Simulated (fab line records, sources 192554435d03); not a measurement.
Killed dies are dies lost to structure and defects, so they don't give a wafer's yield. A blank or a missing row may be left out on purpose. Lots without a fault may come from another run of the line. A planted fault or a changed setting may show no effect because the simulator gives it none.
fab line records | flow n5_finfet
record lots=7 wafers=39
route steps=1938 shown DUMMY_GATE@228 SD_EPI_N@275
start_h: hours from the record's first day to the start of the lot's first wafer shown | wait_h: hours since the lot's step before | " the same as in the row above | L1.1+2: a row that stands for several wafers | - no value, or no start given | * or withheld: withheld | < > ~ a bound
route shown NAME@n: a module of which the file shows steps, and the number in the route of the first | usual: mean/standard deviation of fault-free wafers | same: alike in all rows | chamber/n: place in a boat | sites: the reading at each site | _std_site: their standard deviation | _edge_site: outer sites' mean less inner sites' | radius_mm: how far each site lies from the wafer's centre | mask NAME#n: copy n | behind: the tool/chamber that last shaped the wafer | hold: why the lot was held/for how many hours/how that ended | device: the transistor (n, p or np) that didn't switch | end of line: the same wafers' tests at the end of the route | a step without rows: its recipe alone | killed: dies lost to structure and defects at the first sort, not the wafer's yield | map: a wafer's dies, x killed, . not, _ none there
set.NAME: the setting as run; set.NAME@STEP: as run at that earlier step | model.NAME: the simulator's own value behind a step, which no gauge read
lots whose settings were changed on purpose; a table a step, a row a wafer
## steps
# step N5_DUMMY_GATE_EXPOSE_12
# recipe mask_id=GATE na=0.33 source_shape=annular sigma_inner=0.2 sigma_outer=0.6 polarization=unpolarized target_cd_nm=25 dose_mj=34
# columns lot.wafer tool chamber start_h wait_h mask set.dose_mj
L083.1+2+4 euv_scanner-01 0 104.32 - GATE#0 31.87
L083.3+5+6 " 0 " " GATE#0 34
L086.1+3+5 euv_scanner-02 0 121.64 - GATE#0 31.85
L086.2+4+6 " 0 " " GATE#0 34
L088.1+3+4 euv_scanner-02 0 130.16 - GATE#0 35.61
L088.2+5+6 " 0 " " GATE#0 34
L091.1+4+6 euv_scanner-01 0 152.37 - GATE#0 34
L092.1+2+3 euv_scanner-02 0 156.99 - GATE#0 32.13
L092.4+5+6 " 0 " " GATE#0 34
L095.1+3+4 euv_scanner-01 0 170.36 - GATE#0 34
L095.2+5+6 " 0 " " GATE#0 31.77
L097.1+2+3+4+5+6 euv_scanner-01 0 186.26 - GATE#0 34
# step N5_DUMMY_GATE_PEB_13
# recipe peb_temp_c=100 peb_time_s=60 resist=CAR-EUV
# step N5_DUMMY_GATE_DEVELOP_14
# recipe develop_time_s=30 developer=TMAH resist=CAR-EUV rinse_liquid=surfactant_rinse dry=air_spin dev_temp_c=23
# step N5_DUMMY_GATE_CD_MEAS_15
# recipe target_cd_nm=25.8 landing_energy_ev=500 detector=se_inlens
# usual cd_nm=24.97/0.26
# columns lot.wafer tool chamber start_h wait_h set.dose_mj@DUMMY_GATE_EXPOSE_12 cd_nm
L083.1 cd_sem-01 0 104.45 - 31.87 26.07
L083.2 " 0 " " 31.87 25.90
L083.3 " 0 " " 34 24.66
L083.4 " 0 " " 31.87 26.13
L083.5 " 0 " " 34 24.84
L083.6 " 0 " " 34 24.61
L086.1 cd_sem-01 0 121.77 - 31.85 26.23
L086.2 " 0 " " 34 24.38
L086.3 " 0 " " 31.85 26.64
L086.4 " 0 " " 34 24.85
L086.5 " 0 " " 31.85 26.36
L086.6 " 0 " " 34 24.95
L088.1 cd_sem-02 0 130.29 - 35.61 24.07
L088.2 " 0 " " 34 24.85
L088.3 " 0 " " 35.61 24.08
L088.4 " 0 " " 35.61 23.99
L088.5 " 0 " " 34 25.41
L088.6 " 0 " " 34 24.85
L091.1 cd_sem-03 0 152.50 - 34 24.24
L091.4 " 0 " " 34 25.01
L091.6 " 0 " " 34 25.16
L092.1 cd_sem-02 0 157.12 - 32.13 26.17
L092.2 " 0 " " 32.13 26.44
L092.3 " 0 " " 32.13 26.05
L092.4 " 0 " " 34 25.40
L092.5 " 0 " " 34 25.34
L092.6 " 0 " " 34 25.34
L095.1 cd_sem-03 0 170.49 - 34 24.77
L095.2 " 0 " " 31.77 26.18
L095.3 " 0 " " 34 25.03
L095.4 " 0 " " 34 24.59
L095.5 " 0 " " 31.77 25.95
L095.6 " 0 " " 31.77 26.34
L097.1 cd_sem-03 0 186.38 - 34 25.05
L097.2 " 0 " " 34 24.92
L097.3 " 0 " " 34 25.06
L097.4 " 0 " " 34 24.95
L097.5 " 0 " " 34 24.62
L097.6 " 0 " " 34 24.88
# step N5_DUMMY_GATE_ETCH_32
# recipe chemistry=CF4 target=SiO2 target_depth_a=35 time_s=3.9 ion_energy_ev=350 pressure_mtorr=10 icp_w=800 bias_w=400 cf4_flow_sccm=80
# columns lot.wafer tool chamber start_h wait_h set.time_s model.etch.depth_nm
L083.1 rie_si-04 2 105.25 0.1 3.9 3.62
L083.2 " 0 " " 3.312 2.933
L083.3 " 3 " " 3.312 2.786
L083.4 " 1 " " 3.9 3.51
L083.5 " 0 " " 3.9 3.444
L083.6 " 1 " " 3.312 3.005
L086.1 rie_si-01 0 122.57 0.1 3.072 2.654
L086.2 " 2 " " 3.9 3.56
L086.3 " 3 " " 3.072 2.861
L086.4 " 1 " " 3.9 3.599
L086.5 " 2 " " 3.9 3.553
L086.6 " 1 " " 3.072 2.816
L088.1 rie_si-04 2 131.09 0.1 3.9 3.624
L088.2 " 0 " " 3.9 3.509
L088.3 " 1 " " 3.9 3.607
L088.4 " 3 " " 3.9 3.308
L088.5 " 0 " " 3.9 3.476
L088.6 " 3 " " 3.9 3.26
L091.1 rie_si-04 3 153.47 0.1 3.9 3.259
L091.4 " 1 " " 3.9 3.557
L091.6 " 2 " " 3.9 3.597
L092.1 rie_si-04 1 158.12 0.1 3.9 3.56
L092.2 " 3 " " 3.9 3.246
L092.3 " 2 " " 4.206 3.938
L092.4 " 0 " " 3.9 3.498
L092.5 " 3 " " 4.206 3.539
L092.6 " 0 " " 4.206 3.803
L095.1 rie_si-04 2 171.29 0.1 3.264 3.066
L095.2 " 0 " " 3.264 2.971
L095.3 " 3 " " 3.9 3.245
L095.4 " 1 " " 3.9 3.582
L095.5 " 2 " " 3.9 3.684
L095.6 " 1 " " 3.264 3.028
L097.1 rie_si-04 3 187.35 0.1 3.9 3.28
L097.2 " 0 " " 3.9 3.542
L097.3 " 1 " " 3.9 3.57
L097.4 " 2 " " 3.9 3.677
L097.5 " 1 " " 3.9 3.568
L097.6 " 0 " " 3.9 3.506
# step N5_SD_EPI_N_ETCH_35
# recipe chemistry=N2/H2 target=SOC overetch_a=1080 mask_material=SiARC temp_c=40 ion_energy_ev=100 source_w=3000 bias_w=133 pressure_mtorr=20 time_s=486 n2_flow_sccm=200 h2_flow_sccm=200
# usual rf_vpp_V=240.6/1.3
# columns lot.wafer tool chamber start_h wait_h set.source_w rf_vpp_V
L083.1 rie_diel-04 3 106.81 0.0 3000 239.7
L083.2 " 0 " " 3000 241.5
L083.3 " 1 " " 3000 240.2
L083.4 " 2 " " 3000 241.2
L083.5 " 3 " " 3000 240.2
L083.6 " 0 " " 3000 242.2
L086.1 rie_diel-02 0 124.49 0.0 2645 252.8
L086.2 " 3 " " 2645 251.4
L086.3 " 2 " " 2645 252.5
L086.4 " 1 " " 3000 238.8
L086.5 " 1 " " 3000 239.1
L086.6 " 0 " " 3000 241.6
L088.1 rie_diel-02 1 132.73 0.0 3000 238.6
L088.2 " 2 " " 2648 252.3
L088.3 " 0 " " 2648 252.7
L088.4 " 3 " " 3000 240.4
L088.5 " 2 " " 3000 240.2
L088.6 " 3 " " 2648 249.5
L091.1 rie_diel-02 3 155.14 0.0 3000 238.7
L091.4 " 1 " " 3000 238.8
L091.6 " 2 " " 3000 242.3
L092.1 rie_diel-02 1 160.18 0.0 3000 238.9
L092.2 " 0 " " 3000 241.5
L092.3 " 3 " " 3000 241.1
L092.4 " 2 " " 3000 241.6
L092.5 " 3 " " 3000 238.3
L092.6 " 0 " " 3000 243.6
L095.1 rie_diel-02 2 173.39 0.0 2498 257.7
L095.2 " 1 " " 3000 239.8
L095.3 " 0 " " 2498 258.0
L095.4 " 3 " " 3000 240.0
L095.5 " 3 " " 2498 255.5
L095.6 " 0 " " 3000 240.3
L097.1 rie_diel-06 2 189.50 0.0 2470 258.2
L097.2 " 3 " " 2470 254.9
L097.3 " 1 " " 2470 255.3
L097.4 " 1 " " 3000 242.0
L097.5 " 2 " " 3000 241.5
L097.6 " 3 " " 3000 240.5
## key
split step=N5_DUMMY_GATE_EXPOSE_12 setting=dose_mj stated=34 by=wafer
response step=N5_DUMMY_GATE_CD_MEAS_15 reading=cd_nm change=-0.213 per=1% r=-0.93
split step=N5_DUMMY_GATE_ETCH_32 setting=time_s stated=3.9 by=wafer
response step=N5_DUMMY_GATE_ETCH_32 reading=model.etch.depth_nm change=+0.0364 per=1% r=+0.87
split step=N5_SD_EPI_N_ETCH_35 setting=source_w stated=3000 by=wafer
response step=N5_SD_EPI_N_ETCH_35 reading=rf_vpp_V change=-0.957 per=1% r=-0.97
